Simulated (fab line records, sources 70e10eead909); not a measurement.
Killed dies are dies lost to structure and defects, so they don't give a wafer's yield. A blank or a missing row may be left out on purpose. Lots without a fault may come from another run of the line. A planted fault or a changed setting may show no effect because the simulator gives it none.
Problem report in the 8D (eight disciplines) form, filled by code | flow nand_harc | the parts of the form that need people (team, actions taken, sign-off) are left out

1. THE PROBLEM
run_length_s at NHARC_A_WL_FILL_ETCHBACK_16 reads a mean of 53.3 s on 6 wafers of 2 lots; wafers without a fault read 45.3 s with a standard deviation of 0.44. That is +18 standard deviations from the usual mean.
The step: etches the open film in C4F8/O2/Ar, target depth 120 nm, time 24 s.
First seen on wafer L294.4, day 25 12:46, on rie_diel-10. The record holds 39 wafers of 13 lots with a number at this step. Rule for "out", or "out of limits": more than 4 standard deviations from the usual mean. The other wafers with a number count as sound.

2. WHAT IT IS AND WHAT IT IS NOT
question                    | is                     | is not
which readings at this step | run_length_s           | oes_product_au, rf_vpp_V
which lots                  | L294, L295             | L285, L288, L297, L298, L300, L301, L302, L304, L305, L306, L307
which wafers of those lots  | all that have a number | -
read on which tools         | rie_diel-10            | rie_diel-06, rie_diel-09
when                        | from day 25 12:46      | up to then (6 sound wafers); but 27 sound wafers of L297, L298, L300, L301, L302, L304, L305, L306, L307 came after

3. SUSPECTS, AND WHAT RULES EACH OUT
Counting: a tool at a process step up to the reading stays a suspect if it ran every lot that is out and no sound lot after the first of them.
- har_etch-01 at NHARC_A_SLIT_ETCH_17 (etches the open film in C4F8/O2/Ar, time 4254.5 s, target depth 20300 nm): ruled out as a lasting fault. Sound lots L297, L300, L302, L304, L306 ran on it after its first lot that is out, L294 (day 24 09:58).
- rie_diel-10 at NHARC_A_WL_FILL_ETCHBACK_16 (etches the open film in C4F8/O2/Ar, target depth 120 nm, time 24 s): ruled out as a lasting fault. Sound lots L304 ran on it after its first lot that is out, L294 (day 25 12:46).
Left after counting: nothing in the record.

4. THE CAUSE (what the simulator had put in)
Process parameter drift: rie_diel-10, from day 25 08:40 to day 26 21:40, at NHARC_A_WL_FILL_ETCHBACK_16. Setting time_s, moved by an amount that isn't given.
Counting ruled it out, wrongly.

5. THE CHAIN OF EFFECTS, in route order
Each row: a reading whose mean over the struck wafers that have a number lies more than 3 standard deviations from the usual. Only readings for which the record gives a usual standard deviation are gone through. hours: the time from each lot's start at the first step in this table that gives one to its start at this step, as a median over the lots. sigmas: the change in usual standard deviations.
hours | step                        | reading      | usual  | on struck wafers | change | sigmas
0     | NHARC_A_WL_FILL_ETCHBACK_16 | run_length_s | 45.3 s | 53.3             | +8.0   | +18
The process steps in it:
- NHARC_A_WL_FILL_ETCHBACK_16: etches the open film in C4F8/O2/Ar, target depth 120 nm, time 24 s.
Later measuring or inspecting steps at which every struck wafer that the step has a row for has a number for every such reading, and none has moved that far: NHARC_END_SORT_01.

6. WHAT WOULD HAVE CAUGHT IT SOONER
In this record the first reading out of limits was taken at day 25 12:46, 4 hours after the fault began at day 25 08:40.
